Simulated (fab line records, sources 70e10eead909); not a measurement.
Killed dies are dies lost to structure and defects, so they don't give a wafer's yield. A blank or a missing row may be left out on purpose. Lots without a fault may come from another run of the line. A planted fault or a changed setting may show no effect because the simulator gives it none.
Which tool did it? | flow nand_harc | 6 lots, 18 wafers sampled, at 3 steps of a route of 1302

WHAT THE GAUGES READ, wafer by wafer
NHARC_P_STI_CD_MEAS_09: target cd 200 nm.
lot  | measured    | on        | cd_nm (nm)
L674 | day 4 02:17 | cd_sem-03 | 195 196 201
L676 | day 4 22:28 | cd_sem-02 | 200 196 197
L679 | day 6 01:59 | cd_sem-01 | 195 194 195
L682 | day 7 11:50 | cd_sem-02 | 202 200 203
L684 | day 8 05:35 | cd_sem-02 | 200 196 201
L687 | day 9 13:34 | cd_sem-02 | 203 200 195

WHICH TOOL RAN EACH LOT (tool, then ch and the chambers of the sampled wafers, then the start)
lot  | NHARC_P_ZERO_WELL_ETCH_62                    | NHARC_P_STI_EXPOSE_06
L674 | rie_diel-05 ch 0,1, day 3 06:07 or earlier   | krf_scanner-03 ch 0, day 4 02:08
L676 | rie_diel-05 ch 0,1, day 4 02:23 or earlier   | krf_scanner-04 ch 0, day 4 22:19
L679 | rie_diel-05 ch 0,1,2, day 5 08:08 or earlier | krf_scanner-04 ch 0, day 6 01:50
L682 | rie_diel-05 ch 0,1,2, day 6 14:08 or earlier | krf_scanner-03 ch 0, day 7 11:41
L684 | rie_diel-06 ch 0,2, day 7 10:05 or earlier   | krf_scanner-03 ch 0, day 8 05:26
L687 | rie_diel-06 ch 0,2,3, day 8 16:01 or earlier | krf_scanner-03 ch 0, day 9 13:25
- NHARC_P_ZERO_WELL_ETCH_62: etches the open film in CHF3/Ar, target depth 13 nm, time 6.5 s.
- NHARC_P_STI_EXPOSE_06: exposes mask P STI, target cd 200 nm.

THE ANSWER, worked out from the rows above alone
Rule: what is usual is taken from the lots themselves. Put in order of their means at a reading, lots are off if they are a third of the lots or fewer, leave a main group of 4 or more, and stand apart from it by a gap of 3 or more times the standard deviation of the main group's means; of several such gaps the widest counts. A main group whose means are all the same, to the digits that the tables above print for the reading, isn't used. A lot without any number at a reading at which 4 lots or more have one is off too. The other lots that the step has rows for count as sound.
No lot is off at any reading shown: from this, nothing can be told.

WHAT THE SIMULATOR HAD PUT IN
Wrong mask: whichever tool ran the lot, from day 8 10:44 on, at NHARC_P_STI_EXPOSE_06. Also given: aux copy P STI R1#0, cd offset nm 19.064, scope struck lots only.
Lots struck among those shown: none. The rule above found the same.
